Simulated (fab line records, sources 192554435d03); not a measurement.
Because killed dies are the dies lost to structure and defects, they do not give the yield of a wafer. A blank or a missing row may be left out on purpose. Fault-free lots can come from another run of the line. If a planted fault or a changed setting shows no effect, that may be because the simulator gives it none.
Lot-split experiment	flow n5 finfet	7 lots, 39 wafers read, on a route of 1938 steps

## SPLIT DETAILS
At N5_DUMMY_GATE_EXPOSE_12 (exposes mask GATE, target cd 25 nm), the setting dose mj was moved away from the recipe's 34 on 15 of the 39 wafers read, by -6.0% to +5.2%. For the rest of the wafers, this setting stayed at what the recipe calls for.

## FROM THE SPLIT TO THE READING: what the file shows between them, 2 steps
- N5_DUMMY_GATE_PEB_13: peb time 60 s
- N5_DUMMY_GATE_DEVELOP_14: develop time 30 s

## THE READING
cd nm, in nm, at N5_DUMMY_GATE_CD_MEAS_15 (target cd 25.8 nm). On this fab line, fault-free wafers typically give 24.93 nm with a standard deviation of 0.26 nm.

wafer	tool, chamber at the split	dose mj as run	against the recipe	cd nm, nm	against lot-mates on the recipe
L078.1	euv scanner-02, 0	34	recipe	25.23	-
L078.2	euv scanner-02, 0	34	recipe	24.79	-
L078.3	euv scanner-02, 0	34	recipe	24.85	-
L078.4	euv scanner-02, 0	34	recipe	24.57	-
L078.5	euv scanner-02, 0	34	recipe	24.88	-
L078.6	euv scanner-02, 0	34	recipe	24.75	-
L080.1	euv scanner-01, 0	34	recipe	24.44	-
L080.2	euv scanner-01, 0	35.26	+3.7%	24.35	-0.42
L080.3	euv scanner-01, 0	35.26	+3.7%	24.31	-0.46
L080.4	euv scanner-01, 0	35.26	+3.7%	24.32	-0.45
L080.5	euv scanner-01, 0	34	recipe	24.84	-
L080.6	euv scanner-01, 0	34	recipe	25.03	-
L086.1	euv scanner-01, 0	34	recipe	24.81	-
L086.2	euv scanner-01, 0	35.23	+3.6%	23.88	-0.86
L086.3	euv scanner-01, 0	34	recipe	24.63	-
L086.4	euv scanner-01, 0	35.23	+3.6%	24.06	-0.68
L086.5	euv scanner-01, 0	35.23	+3.6%	24.31	-0.43
L086.6	euv scanner-01, 0	34	recipe	24.79	-
L092.1	euv scanner-02, 0	33.2	-2.4%	25.45	+0.83
L092.2	euv scanner-02, 0	33.2	-2.4%	25.21	+0.59
L092.3	euv scanner-02, 0	34	recipe	24.76	-
L092.4	euv scanner-02, 0	34	recipe	24.76	-
L092.5	euv scanner-02, 0	33.2	-2.4%	25.06	+0.44
L092.6	euv scanner-02, 0	34	recipe	24.35	-
L094.1	euv scanner-01, 0	35.76	+5.2%	23.67	-1.07
L094.2	euv scanner-01, 0	35.76	+5.2%	23.91	-0.83
L094.3	euv scanner-01, 0	34	recipe	25.06	-
L094.4	euv scanner-01, 0	34	recipe	24.52	-
L094.5	euv scanner-01, 0	35.76	+5.2%	23.76	-0.98
L094.6	euv scanner-01, 0	34	recipe	24.64	-
L095.1	euv scanner-01, 0	34	recipe	25.43	-
L095.2	euv scanner-01, 0	31.96	-6.0%	26.12	+0.79
L095.3	euv scanner-01, 0	31.96	-6.0%	26.37	+1.04
L095.4	euv scanner-01, 0	34	recipe	25.19	-
L095.5	euv scanner-01, 0	34	recipe	25.36	-
L095.6	euv scanner-01, 0	31.96	-6.0%	26.45	+1.12
L096.1	euv scanner-01, 0	34	recipe	24.74	-
L096.2	euv scanner-01, 0	34	recipe	24.60	-
L096.3	euv scanner-01, 0	34	recipe	25.43	-

FIT RESULTS
A straight line over all 39 wafers: cd nm changes by -0.211 nm for each +1% of dose mj; r = -0.91; the points scatter about the line by 0.27 nm.
The same after taking each lot's own level away (the mean of its wafers on the recipe; 39 wafers): -0.173 nm for each +1%; r = -0.91; scatter 0.21 nm.
The reading moves by 1 nm for the largest change in dose mj, on that fit.
Measured against the standard deviation above, the lots' own levels, which go from 24.623 to 25.327 nm, span 2.7 times it.
Thus the slope moves with the lot-to-lot level: the two fits are different.
Check: with one of the wafers moved furthest among these (-6.0%) left out of the fit, the line predicts +1.11 nm for it against its lot-mates. It came out at +0.793 nm against them.

## THESE WAFERS: OTHER SPLITS
Other splits were also applied to these wafers ahead of the reading. Each is held against what the fit with the lots' levels taken away leaves over:
other split on the same wafers	wafers away from the commonest value	r with cd nm (lot level and that fit taken away)
N5_FIN_CUT_CUT_ETCH_15 target depth a	15	+0.02

## THE FILE'S OWN FIT
cd nm changes by -0.172 nm for each +1% of dose mj, r = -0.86.
